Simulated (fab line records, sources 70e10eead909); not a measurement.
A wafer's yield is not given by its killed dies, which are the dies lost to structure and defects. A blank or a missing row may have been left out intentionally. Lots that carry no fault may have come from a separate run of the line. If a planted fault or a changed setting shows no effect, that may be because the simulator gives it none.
Matching of chambers -- flow nand-harc -- NHARC_A_CONTACT_ETCH_75 on rie-diel-01 has 4 sister chambers
The step etches the open film in CF4, target depth 39 nm, time 65 s. 24 wafers are shown with their chamber, then 12 later ones without.

== WAFERS PAIRED WITH THEIR CHAMBERS ==
wafer,chamber,showerhead-plenum-p-Torr (Torr),drypump-motor-current-A (A),oes-product-au (a.u.)
L074.3,1,1.84,5.4,0.999
L074.4,0,1.75,5.6,1.007
L074.5,0,1.75,5.7,1.004
L077.1,0,1.75,5.6,1.004
L077.2,1,1.84,5.4,0.988
L077.5,0,1.75,5.6,0.995
L075.3,0,1.75,5.7,1.003
L075.4,3,1.72,6.2,0.997
L075.5,2,1.71,5.1,1.014
L081.4,1,1.84,5.4,1.000
L081.5,3,1.71,6.2,0.998
L081.6,2,1.71,5.1,0.993
L083.2,2,1.71,5.1,1.000
L083.3,3,1.71,6.2,0.995
L083.4,1,1.84,5.4,0.989
L087.2,2,1.71,5.1,1.013
L087.4,1,1.84,5.4,0.997
L087.6,2,1.71,5.1,1.011
L085.2,0,1.75,5.7,0.996
L085.4,1,1.84,5.4,0.989
L085.6,2,1.71,5.1,0.997
L089.2,0,1.75,5.6,1.012
L089.4,2,1.71,5.1,1.012
L089.5,2,1.71,5.1,1.009

SIGNATURES (means of the wafers above)
reading,chamber 0,chamber 1,chamber 2,chamber 3,scatter within a chamber
showerhead-plenum-p-Torr,1.7500,1.8400,1.7100,1.7133,0.00183
drypump-motor-current-A,5.643,5.400,5.100,6.200,0.0293
oes-product-au,1.00300,0.99367,1.00612,0.99667,0.00648
Rule: distance of a wafer from a chamber = root of the sum over the readings of ((wafer's reading minus chamber's mean) / reading's scatter) squared. The wafer belongs to the nearest chamber; if the next one is less than 2 further off, it can't be placed. The scatter is the square root of a quotient: the sum, over the shown wafers, of each reading's squared deviation from its chamber's mean, divided by wafers minus chambers.

== WAFERS WITHOUT THEIR CHAMBER ==
wafer,showerhead-plenum-p-Torr (Torr),drypump-motor-current-A (A),oes-product-au (a.u.)
L090.2,1.83,5.4,0.999
L090.5,1.83,5.4,1.002
L090.6,1.71,5.1,1.004
L091.2,1.75,5.6,1.007
L091.3,1.83,5.4,0.982
L091.6,1.75,5.7,0.996
L095.2,1.71,6.2,1.009
L095.3,1.71,5.1,1.027
L095.6,1.83,5.4,1.008
L096.2,1.71,6.2,1.001
L096.3,1.74,5.7,1.007
L096.6,1.75,5.6,1.016

== WHICH CHAMBER EACH ONE RAN IN ==
wafer,from the rows above,in truth
L090.2,1,1
L090.5,1,1
L090.6,2,2
L091.2,0,0
L091.3,1,1
L091.6,0,0
L095.2,3,3
L095.3,2,2
L095.6,1,1
L096.2,3,3
L096.3,0,0
L096.6,0,0
Placed correctly: 12 of 12. From these rows, 0 cannot be placed. Wrongly placed: 0.
